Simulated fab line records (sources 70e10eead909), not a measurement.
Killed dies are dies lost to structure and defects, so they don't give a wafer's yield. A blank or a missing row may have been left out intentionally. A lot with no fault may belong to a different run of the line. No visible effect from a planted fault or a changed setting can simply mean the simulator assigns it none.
A lot that was struck, set against a sound lot    flow nand_harc    18 steps out of a route of 1302
Sound: wafers L485.2, L485.5, L485.6. Wafers struck: L486.1, L486.5, L486.6. The cause is given at the end.
Each step with rows lists, per side, the tool, then ch with its chambers, then its first start. Under that, the readings that differ: sound wafers    struck wafers    difference of the means    sigmas: that difference in standard deviations of wafers without a fault.
alike: words and numbers the same on both sides, and readings whose means are apart by under 2 such deviations; not compared: readings that were withheld, readings missing a value for some wafer, numbers with overlapping values and no deviation given by the record, and bounds like >300 which may hide the same value.
Wherever a step has rows on one side only, a row that says differs or no value, or a row with sigmas, the two part there. Numbers that have no deviation but don't overlap get no sigmas and don't part them. A reading missing from all wafers of one side parts the sides only when that side holds two or more wafers.

NHARC_A_CONTACT_ETCH_106: etches the open film in CF4/O2, target depth 90 nm, overetch 9 nm, time 49.5 s.
  sound on rie_diel-07 ch 0,3, day 26 12:17; struck on rie_diel-12 ch 1,2,3, day 26 16:58
  alike: drypump_motor_current_A, mfc_ar_sccm, oes_product_au, rf_vpp_V, showerhead_plenum_p_Torr, throttle_valve_pct
  not compared: rf_hours_counter_h
NHARC_A_CONTACT_STRIP_82: strips in O2.
  sound: rie_diel-07 ch 0,3; struck: rie_diel-12 ch 0,2,3
  alike: drypump_motor_current_A, mfc_ar_sccm, oes_product_au, rf_vpp_V, showerhead_plenum_p_Torr, throttle_valve_pct
  not compared: rf_hours_counter_h
then, 1 step without rows for these wafers: NHARC_A_CONTACT_STRIP_83 (strips in post etch residue remover, time 600 s).
NHARC_A_CONTACT_DEP_84: deposits aC, target thk 2800 nm.
  sound on acl_dep-03 ch 0, day 26 19:20; struck on acl_dep-01 ch 0, day 26 22:20
  alike: throttle_valve_pct
NHARC_A_CONTACT_DEP_85: deposits SiON, target thk 60 nm.
  sound on pecvd-02 ch 0,1,2, day 26 20:47; struck on pecvd-02 ch 1,2, day 27 00:04
  alike: heater_power_w
then, 7 steps without rows for these wafers: NHARC_A_CONTACT_DEHYDRATE_00 (time 120 s); NHARC_A_CONTACT_HMDS_01 (time 30 s); NHARC_A_CONTACT_COAT_86 (time 75 s); NHARC_A_CONTACT_COAT_87 (time 65 s); NHARC_A_CONTACT_COAT_02 (resist thk 90 nm); NHARC_A_CONTACT_SOFTBAKE_03 (time 55 s); NHARC_A_CONTACT_EBR_04.
NHARC_A_CONTACT_EXPOSE_05: exposes mask A CC.
  sound on arfi_scanner-01 ch 0, day 26 21:16; struck on arfi_scanner-01 ch 0, day 27 00:32
reading               sound              struck             difference  sigmas
exposure_dose_mJ_cm2  84.09 84.09 84.09  86.31 86.38 86.42  +2.28       +29
  alike: mask
then, 2 steps without rows for these wafers: NHARC_A_CONTACT_PEB_06 (peb time 65 s); NHARC_A_CONTACT_DEVELOP_07 (develop time 35 s).
NHARC_A_CONTACT_CD_MEAS_08: target cd 200 nm.
  sound on cd_sem-02 ch 0, day 26 21:23; struck on cd_sem-01 ch 0, day 27 00:40
reading     sound              struck             difference  sigmas
cd_nm (nm)  199.5 199.1 200.1  200.5 200.5 201.1  +1.1        +2
NHARC_A_CONTACT_OVL_MEAS_09:
  sound on overlay-01, day 26 21:29; struck on overlay-01, day 27 00:46
  alike: overlay_x_nm, overlay_y_nm
next, for these wafers, 1 step has no rows: NHARC_END_SORT_01.

== WHERE THEY PART ==
Earliest at NHARC_A_CONTACT_EXPOSE_05; latest, in this record, at NHARC_A_CONTACT_CD_MEAS_08. Later steps at which nothing parts them and some readings are alike: NHARC_A_CONTACT_OVL_MEAS_09.

WHY: whatever the simulator had introduced
Process parameters drifting: arfi_scanner-01 at NHARC_A_CONTACT_EXPOSE_05, beginning at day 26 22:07. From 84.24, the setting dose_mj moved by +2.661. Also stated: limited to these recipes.
